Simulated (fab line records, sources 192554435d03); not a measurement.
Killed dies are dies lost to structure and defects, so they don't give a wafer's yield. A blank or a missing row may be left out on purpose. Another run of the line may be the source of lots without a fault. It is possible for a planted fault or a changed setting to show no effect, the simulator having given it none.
Which tool was responsible? | flow n5_finfet | route of 1938 steps, sampled at 1 step: 12 lots, 36 wafers

== WHAT THE GAUGES READ, wafer by wafer ==
N5_BEOL_M7_CD_MEAS_28 targets a cd of 40 nm.
lot  | measured     | on        | cd_nm (nm)
L076 | day 9 08:51  | cd_sem-01 | 39.94 39.98 39.70
L077 | day 9 21:48  | cd_sem-01 | 40.14 40.07 39.78
L080 | day 10 08:13 | cd_sem-01 | 40.41 40.59 40.23
L081 | day 10 17:08 | cd_sem-01 | 39.83 40.00 39.89
L083 | day 11 11:51 | cd_sem-01 | 39.47 39.72 39.97
L085 | day 11 17:48 | cd_sem-02 | 39.82 40.09 40.19
L087 | day 12 20:38 | cd_sem-02 | 39.88 40.29 39.69
L088 | day 13 21:55 | cd_sem-02 | 39.86 40.10 39.66
L090 | day 14 06:31 | cd_sem-03 | 40.29 40.34 40.32
L092 | day 14 06:43 | cd_sem-01 | 40.63 40.21 39.99
L095 | day 14 18:51 | cd_sem-01 | 39.84 39.91 40.03
L096 | day 15 12:04 | cd_sem-02 | 40.01 40.09 39.89

== EACH LOT AND THE TOOL THAT RAN IT (in order: tool; ch and the chambers of the sampled wafers; start) ==
Before these readings, the record contains no process step.

== THE ANSWER, worked out from the rows above alone ==
Rule: the lots themselves supply what counts as usual. The widest of any qualifying gaps counts: lots, ordered by their means at a reading, are off when they make up no more than a third of the lots, leave a main group of 4 or more, and stand apart from it by 3 or more times the standard deviation of that group's means. The tables above print the reading to a certain number of digits; a main group whose means all agree to those digits is not used. A lot without any number at a reading at which 4 lots or more have one is off too. Where the step has rows for the other lots, those lots are counted as sound.
No lot is off on any of the readings shown, so nothing can be concluded from this.

== WHAT HAD BEEN PUT IN BY THE SIMULATOR ==
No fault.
